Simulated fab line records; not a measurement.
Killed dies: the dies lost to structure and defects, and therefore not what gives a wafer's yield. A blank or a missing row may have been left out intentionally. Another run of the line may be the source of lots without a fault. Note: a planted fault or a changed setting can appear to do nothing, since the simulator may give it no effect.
Which tool was responsible? :: flow nand_harc :: 45 wafers from 15 lots sampled at 4 of the route's 1159 steps

WHAT THE GAUGES SHOWED, per wafer
Not one reading of a measure or inspect step in the record can be checked against a usual standard deviation.

EACH LOT AND THE TOOL THAT RAN IT (in order: tool; ch and the chambers of the sampled wafers; start)
lot: L927
NHARC_P_CONTACT_PVD_32: pvd_sputter-01, day 6 01:47 or earlier
NHARC_P_M0_PVD_20: pvd_sputter-02, day 6 01:47 or earlier
NHARC_P_M1_PEB_07: litho_track-04 ch 0, day 6 01:47
NHARC_P_M1_PVD_21: pvd_sputter-03, no start

lot: L929
NHARC_P_CONTACT_PVD_32: pvd_sputter-01, day 6 05:46 or earlier
NHARC_P_M0_PVD_20: pvd_sputter-02, day 6 05:46 or earlier
NHARC_P_M1_PEB_07: litho_track-06 ch 0, day 6 05:46
NHARC_P_M1_PVD_21: pvd_sputter-03, no start

lot: L931
NHARC_P_CONTACT_PVD_32: pvd_sputter-01, day 6 18:59 or earlier
NHARC_P_M0_PVD_20: pvd_sputter-01, day 6 18:59 or earlier
NHARC_P_M1_PEB_07: litho_track-04 ch 0, day 6 18:59
NHARC_P_M1_PVD_21: pvd_sputter-03, no start

lot: L930
NHARC_P_CONTACT_PVD_32: pvd_sputter-02, day 7 00:04 or earlier
NHARC_P_M0_PVD_20: pvd_sputter-01, day 7 00:04 or earlier
NHARC_P_M1_PEB_07: litho_track-01 ch 0, day 7 00:04
NHARC_P_M1_PVD_21: pvd_sputter-02, no start

lot: L932
NHARC_P_CONTACT_PVD_32: pvd_sputter-02, day 7 02:10 or earlier
NHARC_P_M0_PVD_20: pvd_sputter-01, day 7 02:10 or earlier
NHARC_P_M1_PEB_07: litho_track-06, day 7 02:10
NHARC_P_M1_PVD_21: pvd_sputter-02, no start

lot: L933
NHARC_P_CONTACT_PVD_32: pvd_sputter-01, day 7 10:37 or earlier
NHARC_P_M0_PVD_20: pvd_sputter-03, day 7 10:37 or earlier
NHARC_P_M1_PEB_07: litho_track-04, day 7 10:37
NHARC_P_M1_PVD_21: pvd_sputter-03, no start

lot: L934
NHARC_P_CONTACT_PVD_32: pvd_sputter-03, day 7 21:59 or earlier
NHARC_P_M0_PVD_20: pvd_sputter-02, day 7 21:59 or earlier
NHARC_P_M1_PEB_07: litho_track-01, day 7 21:59
NHARC_P_M1_PVD_21: pvd_sputter-02, no start

lot: L942
NHARC_P_CONTACT_PVD_32: pvd_sputter-01, day 9 04:54 or earlier
NHARC_P_M0_PVD_20: pvd_sputter-01, day 9 04:54 or earlier
NHARC_P_M1_PEB_07: litho_track-04 ch 0, day 9 04:54
NHARC_P_M1_PVD_21: pvd_sputter-02, no start

lot: L943
NHARC_P_CONTACT_PVD_32: pvd_sputter-03, day 10 06:31 or earlier
NHARC_P_M0_PVD_20: pvd_sputter-03, day 10 06:31 or earlier
NHARC_P_M1_PEB_07: litho_track-04 ch 0, day 10 06:31
NHARC_P_M1_PVD_21: pvd_sputter-02, no start

lot: L945
NHARC_P_CONTACT_PVD_32: pvd_sputter-03, day 10 13:57 or earlier
NHARC_P_M0_PVD_20: pvd_sputter-02, day 10 13:57 or earlier
NHARC_P_M1_PEB_07: litho_track-04 ch 0, day 10 13:57
NHARC_P_M1_PVD_21: pvd_sputter-03, no start

lot: L947
NHARC_P_CONTACT_PVD_32: pvd_sputter-01, day 10 21:01 or earlier
NHARC_P_M0_PVD_20: pvd_sputter-01, day 10 21:01 or earlier
NHARC_P_M1_PEB_07: litho_track-06 ch 0, day 10 21:01
NHARC_P_M1_PVD_21: pvd_sputter-03, no start

lot: L946
NHARC_P_CONTACT_PVD_32: pvd_sputter-01, day 10 21:45 or earlier
NHARC_P_M0_PVD_20: pvd_sputter-03, day 10 21:45 or earlier
NHARC_P_M1_PEB_07: litho_track-01 ch 0, day 10 21:45
NHARC_P_M1_PVD_21: pvd_sputter-03, no start

lot: L948
NHARC_P_CONTACT_PVD_32: pvd_sputter-01, day 11 05:34 or earlier
NHARC_P_M0_PVD_20: pvd_sputter-03, day 11 05:34 or earlier
NHARC_P_M1_PEB_07: litho_track-06 ch 0, day 11 05:34
NHARC_P_M1_PVD_21: pvd_sputter-03, no start

lot: L949
NHARC_P_CONTACT_PVD_32: pvd_sputter-01, day 11 11:08 or earlier
NHARC_P_M0_PVD_20: pvd_sputter-02, day 11 11:08 or earlier
NHARC_P_M1_PEB_07: litho_track-06 ch 0, day 11 11:08
NHARC_P_M1_PVD_21: pvd_sputter-02, no start

lot: L950
NHARC_P_CONTACT_PVD_32: pvd_sputter-02, day 11 11:34 or earlier
NHARC_P_M0_PVD_20: pvd_sputter-03, day 11 11:34 or earlier
NHARC_P_M1_PEB_07: litho_track-01 ch 0, day 11 11:34
NHARC_P_M1_PVD_21: pvd_sputter-02, no start
- NHARC_P_CONTACT_PVD_32: deposits Ti, target thk 5 nm, time 17.7 s.
- NHARC_P_M0_PVD_20: deposits TaN, target thk 5 nm, time 8.06 s.
- NHARC_P_M1_PEB_07: peb time 65 s.
- NHARC_P_M1_PVD_21: deposits Cu, target thk 30 nm, time 20.49 s.

WHAT THE TOOLS THEMSELVES READ (means of the sampled wafers that have a number; where no wafer has one, the mark that the record gives instead)
NHARC_P_CONTACT_PVD_32. Usual: substrate_temp_c 199.98 C, standard deviation 0.17; throttle_valve_pct 29.7 %, standard deviation 1.4.
lot: L927
tool: pvd_sputter-01
substrate_temp_c (C): 199.96
throttle_valve_pct (%): 28.6
flag: 

lot: L929
tool: pvd_sputter-01
substrate_temp_c (C): 200.12
throttle_valve_pct (%): 31.1
flag: 

lot: L931
tool: pvd_sputter-01
substrate_temp_c (C): 200.02
throttle_valve_pct (%): 29.4
flag: 

lot: L930
tool: pvd_sputter-02
substrate_temp_c (C): 200.09
throttle_valve_pct (%): 30.5
flag: 

lot: L932
tool: pvd_sputter-02
substrate_temp_c (C): 199.97
throttle_valve_pct (%): 30.5
flag: 

lot: L933
tool: pvd_sputter-01
substrate_temp_c (C): 199.80
throttle_valve_pct (%): 29.4
flag: 

lot: L934
tool: pvd_sputter-03
substrate_temp_c (C): 199.93
throttle_valve_pct (%): 28.5
flag: 

lot: L942
tool: pvd_sputter-01
substrate_temp_c (C): 200.13
throttle_valve_pct (%): 28.7
flag: 

lot: L943
tool: pvd_sputter-03
substrate_temp_c (C): 200.13
throttle_valve_pct (%): 30.3
flag: 

lot: L945
tool: pvd_sputter-03
substrate_temp_c (C): 200.00
throttle_valve_pct (%): 30.4
flag: 

lot: L947
tool: pvd_sputter-01
substrate_temp_c (C): 200.00
throttle_valve_pct (%): 28.7
flag: 

lot: L946
tool: pvd_sputter-01
substrate_temp_c (C): 199.87
throttle_valve_pct (%): 30.2
flag: 

lot: L948
tool: pvd_sputter-01
substrate_temp_c (C): 199.97
throttle_valve_pct (%): 31.4
flag: 

lot: L949
tool: pvd_sputter-01
substrate_temp_c (C): 200.04
throttle_valve_pct (%): 29.8
flag: 

lot: L950
tool: pvd_sputter-02
substrate_temp_c (C): 199.96
throttle_valve_pct (%): 30.6
flag: 

NHARC_P_M0_PVD_20. Usual: substrate_temp_c 50.01 C, standard deviation 0.11; throttle_valve_pct 29.7 %, standard deviation 1.3.
lot: L927
tool: pvd_sputter-02
substrate_temp_c (C): 50.00
throttle_valve_pct (%): 30.0
flag: 

lot: L929
tool: pvd_sputter-02
substrate_temp_c (C): 50.03
throttle_valve_pct (%): 29.9
flag: 

lot: L931
tool: pvd_sputter-01
substrate_temp_c (C): 49.93
throttle_valve_pct (%): 29.5
flag: 

lot: L930
tool: pvd_sputter-01
substrate_temp_c (C): 49.95
throttle_valve_pct (%): 28.5
flag: 

lot: L932
tool: pvd_sputter-01
substrate_temp_c (C): 49.99
throttle_valve_pct (%): 28.6
flag: 

lot: L933
tool: pvd_sputter-03
substrate_temp_c (C): 49.85
throttle_valve_pct (%): 29.4
flag: 

lot: L934
tool: pvd_sputter-02
substrate_temp_c (C): 50.03
throttle_valve_pct (%): 30.6
flag: 

lot: L942
tool: pvd_sputter-01
substrate_temp_c (C): 49.98
throttle_valve_pct (%): 29.3
flag: 

lot: L943
tool: pvd_sputter-03
substrate_temp_c (C): 50.08
throttle_valve_pct (%): 29.7
flag: 

lot: L945
tool: pvd_sputter-02
substrate_temp_c (C): 50.00
throttle_valve_pct (%): 30.7
flag: 

lot: L947
tool: pvd_sputter-01
substrate_temp_c (C): 49.94
throttle_valve_pct (%): 30.9
flag: 

lot: L946
tool: pvd_sputter-03
substrate_temp_c (C): 49.97
throttle_valve_pct (%): 28.7
flag: 

lot: L948
tool: pvd_sputter-03
substrate_temp_c (C): 50.08
throttle_valve_pct (%): 29.8
flag: 

lot: L949
tool: pvd_sputter-02
substrate_temp_c (C): 49.97
throttle_valve_pct (%): 30.2
flag: 

lot: L950
tool: pvd_sputter-03
substrate_temp_c (C): 50.08
throttle_valve_pct (%): 29.4
flag: 

NHARC_P_M1_PEB_07. Usual: chill_plate_temp_C 22.97 C, standard deviation 0.1; exhaust_pa 44.9 Pa, standard deviation 1; plate_temp_C 100.03 C, standard deviation 0.13.
lot: L927
tool: litho_track-04
chill_plate_temp_C (C): 23.05
exhaust_pa (Pa): 44.5
plate_temp_C (C): 100.06
flag: 

lot: L929
tool: litho_track-06
chill_plate_temp_C (C): 22.93
exhaust_pa (Pa): 43.9
plate_temp_C (C): 100.14
flag: 

lot: L931
tool: litho_track-04
chill_plate_temp_C (C): 22.93
exhaust_pa (Pa): 45.0
plate_temp_C (C): 99.97
flag: 

lot: L930
tool: litho_track-01
chill_plate_temp_C (C): 23.03
exhaust_pa (Pa): 45.1
plate_temp_C (C): 100.18
flag: 

lot: L932
tool: litho_track-06
chill_plate_temp_C (C): -
exhaust_pa (Pa): -
plate_temp_C (C): -
flag: OFF

lot: L933
tool: litho_track-04
chill_plate_temp_C (C): -
exhaust_pa (Pa): -
plate_temp_C (C): -
flag: OFF

lot: L934
tool: litho_track-01
chill_plate_temp_C (C): -
exhaust_pa (Pa): -
plate_temp_C (C): -
flag: OFF

lot: L942
tool: litho_track-04
chill_plate_temp_C (C): 22.85
exhaust_pa (Pa): 45.5
plate_temp_C (C): 100.03
flag: 

lot: L943
tool: litho_track-04
chill_plate_temp_C (C): 22.91
exhaust_pa (Pa): 45.9
plate_temp_C (C): 100.29
flag: 

lot: L945
tool: litho_track-04
chill_plate_temp_C (C): 22.97
exhaust_pa (Pa): 45.2
plate_temp_C (C): 100.10
flag: 

lot: L947
tool: litho_track-06
chill_plate_temp_C (C): 23.00
exhaust_pa (Pa): 45.8
plate_temp_C (C): 99.96
flag: 

lot: L946
tool: litho_track-01
chill_plate_temp_C (C): 22.76
exhaust_pa (Pa): 44.7
plate_temp_C (C): 100.03
flag: 

lot: L948
tool: litho_track-06
chill_plate_temp_C (C): 23.01
exhaust_pa (Pa): 45.6
plate_temp_C (C): 100.10
flag: 

lot: L949
tool: litho_track-06
chill_plate_temp_C (C): 22.92
exhaust_pa (Pa): 43.8
plate_temp_C (C): 100.06
flag: 

lot: L950
tool: litho_track-01
chill_plate_temp_C (C): 22.96
exhaust_pa (Pa): 44.5
plate_temp_C (C): 100.18
flag: 

NHARC_P_M1_PVD_21. Usual: substrate_temp_c 29.98 C, standard deviation 0.11; throttle_valve_pct 29.8 %, standard deviation 0.99.
lot: L927
tool: pvd_sputter-03
substrate_temp_c (C): 29.94
throttle_valve_pct (%): 28.9
flag: 

lot: L929
tool: pvd_sputter-03
substrate_temp_c (C): 29.91
throttle_valve_pct (%): 29.8
flag: 

lot: L931
tool: pvd_sputter-03
substrate_temp_c (C): 30.07
throttle_valve_pct (%): 29.5
flag: 

lot: L930
tool: pvd_sputter-02
substrate_temp_c (C): 30.06
throttle_valve_pct (%): 30.4
flag: 

lot: L932
tool: pvd_sputter-02
substrate_temp_c (C): 29.95
throttle_valve_pct (%): 30.0
flag: 

lot: L933
tool: pvd_sputter-03
substrate_temp_c (C): 30.06
throttle_valve_pct (%): 30.3
flag: 

lot: L934
tool: pvd_sputter-02
substrate_temp_c (C): 30.00
throttle_valve_pct (%): 30.5
flag: 

lot: L942
tool: pvd_sputter-02
substrate_temp_c (C): 30.00
throttle_valve_pct (%): 30.4
flag: 

lot: L943
tool: pvd_sputter-02
substrate_temp_c (C): 30.04
throttle_valve_pct (%): 30.6
flag: 

lot: L945
tool: pvd_sputter-03
substrate_temp_c (C): 29.94
throttle_valve_pct (%): 29.4
flag: 

lot: L947
tool: pvd_sputter-03
substrate_temp_c (C): 29.96
throttle_valve_pct (%): 30.3
flag: 

lot: L946
tool: pvd_sputter-03
substrate_temp_c (C): 29.97
throttle_valve_pct (%): 29.3
flag: 

lot: L948
tool: pvd_sputter-03
substrate_temp_c (C): 29.92
throttle_valve_pct (%): 30.4
flag: 

lot: L949
tool: pvd_sputter-02
substrate_temp_c (C): 29.99
throttle_valve_pct (%): 30.3
flag: 

lot: L950
tool: pvd_sputter-02
substrate_temp_c (C): 29.95
throttle_valve_pct (%): 30.2
flag: 

THE ANSWER, worked out from the rows above alone
Rule: a lot is off if the mean of its wafers that have a number lies more than 3 standard deviations from the usual mean. A lot without any number at a reading at which 4 lots or more have one is off too. All remaining lots with rows at the step are treated as sound. Order of review: gauges by route order, followed by the tools' own readings, for which a lot's mean as printed above is used. At the first step where some lot is off, the reading lying furthest off is the one used; lots without a number count as furthest.
Off: L932, L933, L934 (NHARC_P_M1_PEB_07, chill_plate_temp_C). Without a number there: L932, L933, L934.
If a tool, at that step or one of the process steps before it, ran each lot that is off and ran no sound lot following the first of them, it fits. NHARC_P_CONTACT_PVD_32: start missing for some lots; hours and lot order therefore follow NHARC_P_M1_PEB_07. NHARC_P_M0_PVD_20: start missing for some lots; hours and lot order therefore follow NHARC_P_M1_PEB_07. No candidate that was tried fits.

WHAT THE SIMULATOR HAD INSERTED
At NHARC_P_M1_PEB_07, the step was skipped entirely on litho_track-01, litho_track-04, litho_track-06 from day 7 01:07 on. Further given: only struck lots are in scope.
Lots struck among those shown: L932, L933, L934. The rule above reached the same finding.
